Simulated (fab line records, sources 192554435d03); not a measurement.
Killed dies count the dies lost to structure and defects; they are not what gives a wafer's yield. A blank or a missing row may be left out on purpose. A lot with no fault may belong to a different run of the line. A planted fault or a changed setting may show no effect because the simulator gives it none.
Chamber matching | flow n5-finfet | N5_BEOL_M13_CMP_49 on cmp-01 has 4 sister chambers
The step polishes, stops on SiOC, t overpolish 17.1 s, target thk 420 nm. 8 wafers are shown with their chamber, then 12 later ones without.

== WAFERS WITH THEIR CHAMBER ==
wafer  | chamber | motor-current-A (A) | platen-rpm (rpm)
L082.4 | 0       | 7.2                 | 50.05
L084.2 | 1       | 7.6                 | 50.01
L088.1 | 2       | 6.4                 | 50.00
L088.5 | 3       | 6.5                 | 49.90
L088.6 | 0       | 7.2                 | 50.04
L091.1 | 2       | 6.8                 | 50.05
L091.2 | 1       | 6.9                 | 50.03
L091.4 | 3       | 6.5                 | 49.91

== WAFERS WITHOUT THEIR CHAMBER ==
wafer  | motor-current-A (A) | platen-rpm (rpm)
L089.3 | 6.5                 | 50.01
L089.4 | 7.2                 | 50.00
L089.5 | 6.5                 | 49.98
L093.3 | 6.7                 | 49.96
L093.4 | 7.4                 | 50.00
L093.5 | 7.1                 | 50.01
L092.2 | 6.8                 | 50.03
L092.3 | 6.4                 | 49.98
L092.4 | 8.0                 | 50.00
L095.4 | 6.7                 | 50.01
L095.5 | 6.6                 | 50.04
L095.6 | 6.4                 | 49.99

== EACH ONE'S CHAMBER ==
wafer  | from the rows above               | in truth
L089.3 | can't be placed: 2 or 1           | 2
L089.4 | can't be placed: 1 or 0 or 2      | 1
L089.5 | can't be placed: 2 or 1 or 3 or 0 | 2
L093.3 | can't be placed: 3 or 2 or 1 or 0 | 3
L093.4 | can't be placed: 1 or 0 or 2      | 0
L093.5 | can't be placed: 1 or 0 or 2      | 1
L092.2 | can't be placed: 2 or 0 or 1      | 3
L092.3 | can't be placed: 2 or 1 or 3 or 0 | 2
L092.4 | can't be placed: 1 or 0           | 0
L095.4 | can't be placed: 2 or 1 or 0      | 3
L095.5 | can't be placed: 2 or 0 or 1      | 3
L095.6 | can't be placed: 2 or 1           | 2
Placed correctly: 0 of 12. Not placeable from these rows: 12 (in 9, the candidates include the true chamber). 0 placed wrongly.
How it was worked out, from the rows above alone: a wafer's distance from a chamber is the root of the sum, over the readings, of the square of ((its reading less the chamber's mean) divided by the reading's scatter). If the next closest chamber is less than 2 further off than the closest, the wafer can't be placed; otherwise it belongs to the closest. For every chamber, the mean is computed from those of its wafers that are shown. The scatter: take each reading less its chamber's mean, square it, sum over the shown wafers, divide by the number of wafers less the number of chambers, and take the root.
